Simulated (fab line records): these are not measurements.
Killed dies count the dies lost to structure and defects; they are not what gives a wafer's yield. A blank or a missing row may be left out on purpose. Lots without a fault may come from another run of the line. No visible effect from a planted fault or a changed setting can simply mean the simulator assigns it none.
fab line records | flow nand-harc
[record] lots = 13 | wafers = 39 | last-day = 34
route steps=1302 shown P_GATE@174 P_CONTACT@232 END@1302
lots untouched by any fault: they come from a run of this same line in which no faults occurred
start-h: hours from the record's first day to the start of the lot's first wafer shown | wait-h: hours since the lot's step before | " as in the row above | L1.1+2: a single row standing in for several wafers | - no value, or no start given | * or withheld: withheld | < > ~ a bound
route shown NAME@n: NAME is a module with steps in the file, n the number in the route of the first one | usual: mean/standard deviation taken from wafers without a fault | same: alike in all rows | chamber/n: place in a boat | sites: per-site readings | _std_site: the standard deviation of these | _edge_site: the outer-site mean with the inner-site mean subtracted | radius-mm: for every site, how far away it sits from the centre of the wafer | mask NAME#n: copy n | behind: the last tool/chamber to shape the wafer | hold: cause of the lot's hold/its duration in hours/its outcome | device: whichever transistor did not switch (one of n, p or np) | end of line: the same wafers' tests at the end of the route | a step without rows: its recipe alone | killed: count of dies lost to structure and defects at first sort (not the wafer's yield) | map: dies across one wafer; x = killed, . = not, _ = none there
set.NAME: the setting as run; set.NAME@STEP: as run at that earlier step | model.NAME: the simulator's own value behind a step, which no gauge read
route steps across a sampled set of lots; one table per step, one row per wafer
services: the hour from which a tool's chamber was out of use, counted from the record's first day as start-h (under 0 if before that day), plus the number of hours and why
[[steps]]
[step NHARC_P_GATE_STRIP_111]
[recipe] power-w = 1500 | temp-c = 110 | time-s = 250 | chemistry = N2/H2
[usual] drypump-motor-current-A = 5.7/0.37 | heater-power-w = 87/9.5
lot.wafer | tool            | chamber | start-h | wait-h | drypump-motor-current-A | heater-power-w | rf-hours-counter-h
L279.2    | plasma-asher-02 | 0       | 118.15  | 0.2    | 6.0                     | 82             | 9
L279.3    | "               | 1       | "       | "      | 5.2                     | 80             | -
L279.6    | "               | 1       | "       | "      | 5.3                     | 78             | -
L278.2    | plasma-asher-01 | 0       | 118.73  | 0.2    | 5.3                     | 104            | 28
L278.4    | "               | 1       | "       | "      | 6.1                     | 92             | -
L278.5    | "               | 0       | "       | "      | 5.3                     | 101            | -
L281.1    | plasma-asher-02 | 1       | 149.86  | 0.2    | 5.3                     | 77             | 16
L281.4    | "               | 0       | "       | "      | 6.0                     | 82             | -
L281.5    | "               | 1       | "       | "      | 5.3                     | 81             | -
L282.2    | plasma-asher-01 | 0       | 152.27  | 0.2    | 5.3                     | 100            | 35
L282.4    | "               | 1       | "       | "      | 6.1                     | 91             | -
L282.6    | "               | 1       | "       | "      | 6.1                     | 91             | -
L285.1    | plasma-asher-02 | 0       | 175.73  | 0.2    | 6.0                     | 80             | 24
L285.3    | "               | 1       | "       | "      | 5.3                     | 78             | -
L285.4    | "               | 0       | "       | "      | 6.0                     | 80             | -
L292.1    | plasma-asher-01 | 0       | 255.95  | 0.7    | 5.4                     | 103            | 17
L292.3    | "               | 0       | "       | "      | 5.4                     | 102            | -
L292.4    | "               | 1       | "       | "      | 6.1                     | 95             | -
L294.1    | plasma-asher-02 | 0       | 276.68  | 0.2    | 6.0                     | 84             | 3
L294.2    | "               | 1       | "       | "      | 5.3                     | 78             | 3
L294.6    | "               | 1       | "       | "      | 5.3                     | 79             | -
L295.2    | plasma-asher-01 | 1       | 290.50  | 0.2    | 6.1                     | 94             | 24
L295.4    | "               | 0       | "       | "      | 5.4                     | 104            | -
L295.5    | "               | 0       | "       | "      | 5.3                     | 105            | -
L296.2    | plasma-asher-02 | 0       | 298.81  | 0.2    | 6.0                     | 84             | 8
L296.1    | "               | 1       | "       | "      | 5.2                     | 78             | 8
L296.4    | "               | 0       | "       | "      | 6.0                     | 84             | -
L298.1    | plasma-asher-02 | 1       | 309.24  | 0.2    | 5.3                     | 77             | 11
L298.3    | "               | 1       | "       | "      | 5.3                     | 76             | -
L298.4    | "               | 0       | "       | "      | 6.0                     | 82             | -
L299.4    | plasma-asher-01 | 1       | 320.93  | 0.3    | 6.1                     | 94             | -
L299.5    | "               | 0       | "       | "      | 5.4                     | 105            | -
L299.6    | "               | 1       | "       | "      | 6.1                     | 93             | -
L300.2    | plasma-asher-02 | 1       | 330.34  | 0.2    | 5.2                     | 78             | 14
L300.1    | "               | 0       | "       | "      | 6.0                     | 85             | 14
L300.5    | "               | 0       | "       | "      | 5.9                     | 84             | -
L301.2    | plasma-asher-02 | 0       | 335.34  | 0.2    | 6.0                     | 81             | 16
L301.4    | "               | 0       | "       | "      | 5.9                     | 83             | -
L301.6    | "               | 0       | "       | "      | 6.0                     | 83             | -
[step NHARC_P_GATE_STRIP_76]
[recipe] power-w = 1500 | temp-c = 250 | chemistry = O2
[usual] drypump-motor-current-A = 5.7/0.37 | heater-power-w = 327/37
lot.wafer | tool            | chamber | start-h | wait-h | drypump-motor-current-A | heater-power-w | rf-hours-counter-h
L279.2    | plasma-asher-02 | 0       | 120.04  | 0.2    | 6.0                     | 298            | 10
L279.3    | "               | 1       | "       | "      | 5.3                     | 299            | -
L279.6    | "               | 1       | "       | "      | 5.3                     | 290            | -
L278.2    | plasma-asher-01 | 0       | 120.69  | 0.2    | 5.3                     | 387            | 28
L278.4    | "               | 0       | "       | "      | 5.3                     | 383            | -
L278.5    | "               | 1       | "       | "      | 6.1                     | 344            | -
L281.1    | plasma-asher-02 | 1       | 151.92  | 0.2    | 5.2                     | 295            | 17
L281.4    | "               | 0       | "       | "      | 6.0                     | 305            | -
L281.5    | "               | 1       | "       | "      | 5.2                     | 290            | -
L282.2    | plasma-asher-01 | 0       | 154.17  | 0.2    | 5.3                     | 394            | 35
L282.4    | "               | 0       | "       | "      | 5.4                     | 382            | -
L282.6    | "               | 0       | "       | "      | 5.3                     | 384            | -
L285.1    | plasma-asher-01 | 1       | 177.70  | 0.2    | 6.1                     | 345            | 2
L285.3    | "               | 1       | "       | "      | 6.1                     | 350            | -
L285.4    | "               | 0       | "       | "      | 5.3                     | 393            | -
L292.1    | plasma-asher-01 | 1       | 257.98  | 0.2    | 6.1                     | 346            | 18
L292.3    | "               | 0       | "       | "      | 5.4                     | 382            | -
L292.4    | "               | 1       | "       | "      | 6.1                     | 344            | -
L294.2    | plasma-asher-02 | 1       | 278.57  | 0.2    | 5.3                     | 288            | 3
L294.1    | "               | 0       | "       | "      | 5.9                     | 316            | 3
L294.6    | "               | 0       | "       | "      | 5.9                     | 310            | -
L295.2    | plasma-asher-02 | 0       | 292.34  | 0.2    | 6.0                     | 311            | 7
L295.4    | "               | 1       | "       | "      | 5.2                     | 289            | -
L295.5    | "               | 0       | "       | "      | 6.0                     | 300            | -
L296.2    | plasma-asher-02 | 0       | 300.84  | 0.2    | 6.0                     | 311            | 8
L296.1    | "               | 1       | "       | "      | 5.3                     | 288            | 8
L296.4    | "               | 1       | "       | "      | 5.3                     | 287            | -
L298.1    | plasma-asher-02 | 0       | 311.14  | 0.2    | 6.0                     | 322            | 11
L298.4    | "               | 1       | "       | "      | 5.3                     | 285            | -
L298.3    | "               | 0       | "       | "      | 6.0                     | 306            | -
L299.4    | plasma-asher-02 | 1       | 322.84  | 0.1    | 5.3                     | 294            | -
L299.5    | "               | 0       | "       | "      | 6.0                     | 305            | -
L299.6    | "               | 1       | "       | "      | 5.2                     | 290            | -
L300.1    | plasma-asher-02 | 1       | 332.34  | 0.2    | 5.3                     | 283            | 15
L300.2    | "               | 0       | "       | "      | 6.0                     | 304            | 15
L300.5    | "               | 1       | "       | "      | 5.2                     | 297            | -
L301.2    | plasma-asher-01 | 1       | 337.37  | 0.2    | 6.1                     | 355            | 33
L301.4    | "               | 0       | "       | "      | 5.3                     | 389            | -
L301.6    | "               | 0       | "       | "      | 5.3                     | 395            | -
[step NHARC_P_GATE_SPUTTER_79]
[recipe] target-thk-a = 100 | material = TiN
lot.wafer  | tool           | chamber | start-h | wait-h
L279.3+2+6 | pvd-sputter-03 | -       | 123.14  | -
L278.2+4+5 | pvd-sputter-01 | -       | 124.01  | -
L281.4+1+5 | pvd-sputter-01 | -       | 155.31  | -
L282.2+4+6 | pvd-sputter-03 | -       | 157.46  | -
L285.3+1+4 | pvd-sputter-02 | -       | 180.79  | -
L292.3+4+1 | pvd-sputter-01 | -       | 261.21  | -
L294.2+1+6 | pvd-sputter-02 | -       | 281.79  | -
L295.4+2+5 | pvd-sputter-02 | -       | 295.43  | -
L296.4+2+1 | pvd-sputter-02 | -       | 303.94  | -
L298.4+1+3 | pvd-sputter-03 | -       | 314.34  | -
L299.4+5+6 | pvd-sputter-02 | -       | 326.09  | -
L300.2+1+5 | pvd-sputter-03 | -       | 335.53  | -
L301.4+2+6 | pvd-sputter-01 | -       | 340.45  | -
[step NHARC_P_GATE_INSPECT_68]
[usual] raw-defect-count = 206/68
lot.wafer | tool              | chamber | start-h | wait-h | raw-defect-count
L279.2    | defect-inspect-02 | -       | 123.91  | 0.1    | 283
L279.3    | "                 | -       | "       | "      | 177
L279.6    | "                 | -       | "       | "      | 130
L278.2    | defect-inspect-01 | -       | 124.78  | 0.1    | 178
L278.4    | "                 | -       | "       | "      | 179
L278.5    | "                 | -       | "       | "      | 202
L281.1    | defect-inspect-01 | -       | 156.08  | 0.2    | 242
L281.4    | "                 | -       | "       | "      | 197
L281.5    | "                 | -       | "       | "      | 130
L282.2    | defect-inspect-01 | -       | 158.22  | 0.1    | 217
L282.4    | "                 | -       | "       | "      | 221
L282.6    | "                 | -       | "       | "      | 267
L285.1    | defect-inspect-02 | -       | 181.58  | 0.2    | 234
L285.3    | "                 | -       | "       | "      | 285
L285.4    | "                 | -       | "       | "      | 281
L292.1    | defect-inspect-02 | -       | 261.99  | 0.2    | 189
L292.3    | "                 | -       | "       | "      | 231
L292.4    | "                 | -       | "       | "      | 967
L294.1    | defect-inspect-02 | -       | 282.57  | 0.2    | 207
L294.2    | "                 | -       | "       | "      | 273
L294.6    | "                 | -       | "       | "      | 139
L295.2    | defect-inspect-01 | -       | 296.21  | 0.1    | 195
L295.4    | "                 | -       | "       | "      | 217
L295.5    | "                 | -       | "       | "      | 139
L296.1    | defect-inspect-02 | -       | 304.71  | 0.2    | 177
L296.2    | "                 | -       | "       | "      | 118
L296.4    | "                 | -       | "       | "      | 124
L298.1    | defect-inspect-02 | -       | 315.15  | 0.2    | 283
L298.3    | "                 | -       | "       | "      | 132
L298.4    | "                 | -       | "       | "      | 305
L299.4    | defect-inspect-01 | -       | 326.85  | 0.1    | 123
L299.5    | "                 | -       | "       | "      | 91
L299.6    | "                 | -       | "       | "      | 325
L300.1    | defect-inspect-01 | -       | 336.34  | 0.2    | 219
L300.2    | "                 | -       | "       | "      | 269
L300.5    | "                 | -       | "       | "      | 165
L301.2    | defect-inspect-02 | -       | 341.22  | 0.1    | 172
L301.4    | "                 | -       | "       | "      | 212
L301.6    | "                 | -       | "       | "      | 255
[step NHARC_P_CONTACT_CD_MEAS_12]
[recipe] target-cd-nm = 90 | landing-energy-ev = 500
[usual] cd-nm = 90.1/0.92
lot.wafer | tool      | chamber | start-h | wait-h | cd-nm
L279.2    | cd-sem-02 | 0       | 125.52  | -      | 89.9
L279.3    | "         | 0       | "       | "      | 89.6
L279.6    | "         | 0       | "       | "      | 90.0
L278.2    | cd-sem-02 | 0       | 126.39  | -      | 90.6
L278.4    | "         | 0       | "       | "      | 91.8
L278.5    | "         | 0       | "       | "      | 91.2
L281.1    | cd-sem-02 | 0       | 157.59  | -      | 89.8
L281.4    | "         | 0       | "       | "      | 89.1
L281.5    | "         | 0       | "       | "      | 89.9
L282.2    | cd-sem-03 | 0       | 159.83  | -      | 90.4
L282.4    | "         | 0       | "       | "      | 92.2
L282.6    | "         | 0       | "       | "      | 90.4
L285.1    | cd-sem-02 | 0       | 183.19  | -      | 90.3
L285.3    | "         | 0       | "       | "      | 90.9
L285.4    | "         | 0       | "       | "      | 90.1
L292.1    | cd-sem-02 | 0       | 263.60  | -      | 89.3
L292.3    | "         | 0       | "       | "      | 89.8
L292.4    | "         | 0       | "       | "      | 89.4
L294.1    | cd-sem-02 | 0       | 284.07  | -      | 88.7
L294.2    | "         | 0       | "       | "      | 88.5
L294.6    | "         | 0       | "       | "      | 88.6
L295.2    | cd-sem-02 | 0       | 297.82  | -      | 89.4
L295.4    | "         | 0       | "       | "      | 89.4
L295.5    | "         | 0       | "       | "      | 89.9
L296.1    | cd-sem-03 | 0       | 306.32  | -      | 89.6
L296.2    | "         | 0       | "       | "      | 89.4
L296.4    | "         | 0       | "       | "      | 90.8
L298.1    | cd-sem-01 | 0       | 316.62  | -      | 91.7
L298.3    | "         | 0       | "       | "      | 90.5
L298.4    | "         | 0       | "       | "      | 90.9
L299.4    | cd-sem-01 | 0       | 328.46  | -      | 91.1
L299.5    | "         | 0       | "       | "      | 90.6
L299.6    | "         | 0       | "       | "      | 90.5
L300.1    | cd-sem-02 | 0       | 337.83  | -      | 89.9
L300.2    | "         | 0       | "       | "      | 88.5
L300.5    | "         | 0       | "       | "      | 89.4
L301.2    | cd-sem-01 | 0       | 342.74  | -      | 90.0
L301.4    | "         | 0       | "       | "      | 89.1
L301.6    | "         | 0       | "       | "      | 89.7
[step NHARC_END_SORT_01]
[recipe] temp-c = 25
[usual] killed-at-array = 59/16 | killed-at-other = 0.7/1.1 | killed-at-periphery = 4/3 | killed-dies = 64/16 | killed-open = 3.4/1.8 | killed-short = 2.6/1.7
[same] gross-dies = 677
lot.wafer | tool      | chamber | start-h | wait-h | killed-at-array | killed-at-other | killed-at-periphery | killed-dies | killed-open | killed-short
L292.1    | prober-02 | 0       | 705.03  | 2.5    | 60              | 0               | 6                   | 66          | 5           | 3
L292.3    | prober-02 | 0       | 706.61  | 3.1    | 47              | 0               | 5                   | 52          | 4           | 2
L292.4    | prober-02 | 0       | 707.41  | 3.4    | 61              | 2               | 43                  | 106         | 2           | 2
// killed by level:class
L292.1 A_SLIT:chamber-film-flake=21 A_CHANNEL_HOLE_D2:chamber-film-flake=13 A_CHANNEL_HOLE_D1:chamber-film-flake=6 A_CONTACT:chamber-film-flake=6 A_WL_FILL:chamber-film-flake=4 P_GATE:chamber-film-flake=2 A_STAIRCASE:chamber-film-flake=2 P_GATE:geometric-particle:open=1
L292.3 A_SLIT:chamber-film-flake=14 A_CHANNEL_HOLE_D1:chamber-film-flake=10 A_CHANNEL_HOLE_D2:chamber-film-flake=6 A_CONTACT:chamber-film-flake=6 A_WL_FILL:chamber-film-flake=4 P_CONTACT:chamber-film-flake=3 P_M2:geometric-particle:open=1 A_CHANNEL_HOLE_D1:geometric-particle:short=1
L292.4 P_GATE:unspecified=38 A_SLIT:chamber-film-flake=27 A_CHANNEL_HOLE_D2:chamber-film-flake=15 A_CHANNEL_HOLE_D1:chamber-film-flake=6 A_STAIRCASE:chamber-film-flake=5 A_CONTACT:chamber-film-flake=5 P_CONTACT:chamber-film-flake=2 THIN_TSV:chamber-film-flake=2
[[services]]
tool            | chamber | start-h | hours | kind
pvd-sputter-02  | -       | 104.00  | 10.0  | pm
pvd-sputter-01  | -       | 128.42  | 5.4   | repair
plasma-asher-01 | -       | 165.00  | 9.0   | pm
plasma-asher-01 | 0       | 165.00  | 9.0   | vent-cycle
plasma-asher-01 | 1       | 165.00  | 9.0   | vent-cycle
pvd-sputter-01  | -       | 168.59  | 2.0   | repair
pvd-sputter-03  | -       | 170.00  | 10.0  | pm
plasma-asher-01 | 0       | 174.00  | -     | clean
plasma-asher-01 | 1       | 174.00  | -     | clean
plasma-asher-01 | -       | 210.01  | 1.6   | repair
pvd-sputter-01  | -       | 226.00  | 10.0  | pm
pvd-sputter-02  | -       | 228.26  | 4.6   | repair
plasma-asher-01 | -       | 242.89  | 1.1   | repair
plasma-asher-02 | -       | 249.08  | 9.0   | pm
plasma-asher-02 | 0       | 249.08  | 9.0   | vent-cycle
plasma-asher-02 | 1       | 249.08  | 9.0   | vent-cycle
plasma-asher-02 | 0       | 258.08  | -     | clean
plasma-asher-02 | 1       | 258.08  | -     | clean
pvd-sputter-02  | -       | 282.00  | 10.0  | pm
plasma-asher-01 | -       | 299.97  | 7.9   | repair
plasma-asher-01 | -       | 311.18  | 0.5   | repair
[[key]]
[first-sign] step = NHARC_P_GATE_INSPECT_68 | reading = raw-defect-count | direction = up | sigmas = 11 | usual = 206 | struck = 967
[effect] step = NHARC_END_SORT_01 | reading = killed-at-periphery | direction = up | sigmas = 13 | usual = 4 | struck = 43
[more-kills-born-at] NHARC_P_GATE_SPUTTER_79@pvd-sputter-01 = 38
met-at NHARC_P_GATE_SPUTTER_79
struck-lots L292
struck-wafers L292.4
tester-left-out L292
not-acting-at NHARC_P_GATE_STRIP_111,NHARC_P_GATE_STRIP_76,NHARC_P_CONTACT_CD_MEAS_12
onset-between 155.31 261.21
[fault] kind = chamber-particle-source | tool = pvd-sputter-01 | chamber = - | onset-h = 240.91 | steps = NHARC_P_GATE_SPUTTER_79 | rate-per-visit-cm2 = 1.2922 | end-h = 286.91 | scope = struck-wafers-only
// tester-left-out: of these lots the tester's yield and bins aren't shown, on N5 and GAA mostly nor the transistor test; their killed dies are dies lost to structure and defects alone, not to doping, threshold or leakage, so they don't give the yield
